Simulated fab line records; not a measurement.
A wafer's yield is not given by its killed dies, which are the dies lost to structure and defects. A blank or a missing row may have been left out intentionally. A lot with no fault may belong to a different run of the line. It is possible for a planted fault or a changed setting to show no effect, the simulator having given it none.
Matching of chambers :: flow n5Finfet :: 3 sister chambers for N5_BEOL_M5_CURE_80 on uvCure-03
The step cures SiCOH lowk, time 120 s. 22 wafers are shown with their chamber, then 11 later ones without.

## WAFERS PAIRED WITH THEIR CHAMBERS
wafer: L075.2
chamber: 2
wafer_temp_C_max: 371.4
lampPowerPct (%): 52.49

wafer: L075.4
chamber: 2
wafer_temp_C_max: 371.7
lampPowerPct (%): 52.28

wafer: L075.5
chamber: 2
wafer_temp_C_max: 372.3
lampPowerPct (%): 52.24

wafer: L074.2
chamber: 1
wafer_temp_C_max: 371.0
lampPowerPct (%): 52.30

wafer: L074.3
chamber: 1
wafer_temp_C_max: 371.5
lampPowerPct (%): 52.28

wafer: L074.6
chamber: 1
wafer_temp_C_max: 371.4
lampPowerPct (%): 52.42

wafer: L077.3
chamber: 2
wafer_temp_C_max: 371.6
lampPowerPct (%): 52.23

wafer: L077.5
chamber: 2
wafer_temp_C_max: 371.2
lampPowerPct (%): 52.30

wafer: L077.6
chamber: 2
wafer_temp_C_max: 371.2
lampPowerPct (%): 52.31

wafer: L081.1
chamber: 2
wafer_temp_C_max: 371.6
lampPowerPct (%): 52.36

wafer: L081.3
chamber: 2
wafer_temp_C_max: 371.4
lampPowerPct (%): 52.38

wafer: L081.6
chamber: 2
wafer_temp_C_max: 371.9
lampPowerPct (%): 52.32

wafer: L085.1
chamber: 0
wafer_temp_C_max: 372.0
lampPowerPct (%): 52.41

wafer: L085.3
chamber: 0
wafer_temp_C_max: 372.6
lampPowerPct (%): 52.32

wafer: L085.6
chamber: 0
wafer_temp_C_max: 372.0
lampPowerPct (%): 52.36

wafer: L086.3
chamber: 0
wafer_temp_C_max: 371.6
lampPowerPct (%): 52.27

wafer: L086.4
chamber: 0
wafer_temp_C_max: 372.5
lampPowerPct (%): 52.28

wafer: L086.5
chamber: 0
wafer_temp_C_max: 371.5
lampPowerPct (%): 52.32

wafer: L087.2
chamber: 2
wafer_temp_C_max: 371.6
lampPowerPct (%): 52.38

wafer: L087.3
chamber: 2
wafer_temp_C_max: 371.6
lampPowerPct (%): 52.25

wafer: L087.5
chamber: 2
wafer_temp_C_max: 372.6
lampPowerPct (%): 52.26

wafer: L088.3
chamber: 2
wafer_temp_C_max: 371.6
lampPowerPct (%): 52.31

SIGNATURES (means of the wafers above)
reading: wafer_temp_C_max
chamber 0: 372.033
chamber 1: 371.300
chamber 2: 371.669
scatter within a chamber: 0.403

reading: lampPowerPct
chamber 0: 52.3267
chamber 1: 52.3333
chamber 2: 52.3162
scatter within a chamber: 0.0679
Rule: a wafer lies at a distance from a chamber equal to the root of the sum of squares, over the readings, of (its reading less the chamber's mean, divided by the reading's scatter). If the next closest chamber is less than 2 further off than the closest, the wafer can't be placed; otherwise it belongs to the closest. How the scatter is found: for the shown wafers, subtract from each reading the mean of its chamber, square and add these, divide the total by (wafers less chambers), then take the root.

## WAFERS WHOSE CHAMBER IS MISSING
wafer: L088.5
wafer_temp_C_max: 371.3
lampPowerPct (%): 52.36

wafer: L088.6
wafer_temp_C_max: 372.2
lampPowerPct (%): 52.40

wafer: L089.1
wafer_temp_C_max: 371.8
lampPowerPct (%): 52.32

wafer: L089.2
wafer_temp_C_max: 371.8
lampPowerPct (%): 52.46

wafer: L089.3
wafer_temp_C_max: 371.6
lampPowerPct (%): 52.38

wafer: L093.1
wafer_temp_C_max: 371.1
lampPowerPct (%): 52.14

wafer: L093.3
wafer_temp_C_max: 371.0
lampPowerPct (%): 52.37

wafer: L093.5
wafer_temp_C_max: 370.9
lampPowerPct (%): 52.29

wafer: L094.1
wafer_temp_C_max: 371.7
lampPowerPct (%): 52.28

wafer: L094.4
wafer_temp_C_max: 371.4
lampPowerPct (%): 52.28

wafer: L094.5
wafer_temp_C_max: 371.8
lampPowerPct (%): 52.32

## WHICH CHAMBER EACH ONE RAN IN
wafer: L088.5
from the rows above: can't be placed: 1 or 2 or 0
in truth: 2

wafer: L088.6
from the rows above: can't be placed: 0 or 2 or 1
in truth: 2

wafer: L089.1
from the rows above: can't be placed: 2 or 0 or 1
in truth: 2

wafer: L089.2
from the rows above: can't be placed: 0 or 2 or 1
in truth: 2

wafer: L089.3
from the rows above: can't be placed: 2 or 1 or 0
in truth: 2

wafer: L093.1
from the rows above: can't be placed: 1 or 2 or 0
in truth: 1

wafer: L093.3
from the rows above: can't be placed: 1 or 2 or 0
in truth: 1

wafer: L093.5
from the rows above: can't be placed: 1 or 2 or 0
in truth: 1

wafer: L094.1
from the rows above: can't be placed: 2 or 0 or 1
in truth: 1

wafer: L094.4
from the rows above: can't be placed: 1 or 2 or 0
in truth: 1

wafer: L094.5
from the rows above: can't be placed: 2 or 0 or 1
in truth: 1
Correctly placed: 0 of 11. From these rows, 11 cannot be placed; in 11 the true chamber is one of the candidates. Placed wrongly: 0.
